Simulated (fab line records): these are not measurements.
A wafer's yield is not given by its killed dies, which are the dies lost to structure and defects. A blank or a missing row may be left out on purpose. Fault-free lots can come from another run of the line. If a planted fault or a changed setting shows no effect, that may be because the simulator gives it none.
Matching of chambers | flow nandHarc | rieDiel-10 running NHARC_A_CONTACT_ETCH_90: 4 sister chambers
The step etches the open film in CH3F/O2, target depth 40 nm, time 85.7 s. 14 wafers are shown with their chamber, then 7 later ones without.

EACH WAFER AND ITS CHAMBER
wafer  | chamber | showerheadPlenumPTorr (Torr) | drypumpMotorCurrentA (A) | rfVppV (V)
L700.2 | 3       | 2.48                         | 5.5                      | 244.6
L700.3 | 1       | 2.30                         | 5.7                      | 241.2
L700.4 | 2       | 2.59                         | 6.7                      | 245.5
L702.3 | 2       | 2.59                         | 6.7                      | 244.4
L702.4 | 1       | 2.30                         | 5.7                      | 240.9
L702.6 | 0       | 2.62                         | 5.7                      | 246.3
L701.3 | 0       | 2.62                         | 5.7                      | 247.1
L701.4 | 2       | 2.59                         | 6.8                      | 246.3
L701.5 | 0       | 2.62                         | 5.7                      | 246.9
L704.4 | 0       | 2.62                         | 5.7                      | 247.7
L704.5 | 1       | 2.29                         | 5.7                      | 242.3
L704.6 | 2       | 2.58                         | 6.7                      | 247.0
L705.2 | 2       | 2.59                         | 6.7                      | 244.7
L705.5 | 2       | 2.59                         | 6.7                      | 247.0

SIGNATURES, as means of the wafers listed above
reading               | chamber 0 | chamber 1 | chamber 2 | chamber 3 | scatter within a chamber
showerheadPlenumPTorr | 2.6200    | 2.2967    | 2.5883    | 2.4800    | 0.00387
drypumpMotorCurrentA  | 5.700     | 5.700     | 6.717     | 5.500     | 0.0289
rfVppV                | 247.000   | 241.467   | 245.817   | 244.600   | 0.921
Rule: a wafer lies at a distance from a chamber equal to the root of the sum of squares, over the readings, of (its reading less the chamber's mean, divided by the reading's scatter). If the next closest chamber is less than 2 further off than the closest, the wafer can't be placed; otherwise it belongs to the closest. The scatter: the root of (the sum of the squares of (reading less its chamber's mean) over the shown wafers, divided by (wafers less chambers)).

WAFERS WITH NO CHAMBER GIVEN
wafer  | showerheadPlenumPTorr (Torr) | drypumpMotorCurrentA (A) | rfVppV (V)
L705.6 | 2.30                         | 5.8                      | 241.4
L706.1 | 2.29                         | 5.8                      | 241.1
L708.1 | 2.58                         | 6.7                      | 247.5
L707.2 | 2.58                         | 6.7                      | 245.7
L721.1 | 2.47                         | 5.5                      | 245.1
L721.2 | 2.58                         | 6.7                      | 246.3
L721.5 | 2.58                         | 6.7                      | 246.3

EACH ONE'S CHAMBER
wafer  | from the rows above | in truth
L705.6 | 1                   | 1
L706.1 | 1                   | 1
L708.1 | 2                   | 2
L707.2 | 2                   | 2
L721.1 | 3                   | 3
L721.2 | 2                   | 2
L721.5 | 2                   | 2
7 of 7 placed correctly. Not placeable from these rows: 0. Placed wrongly: 0.
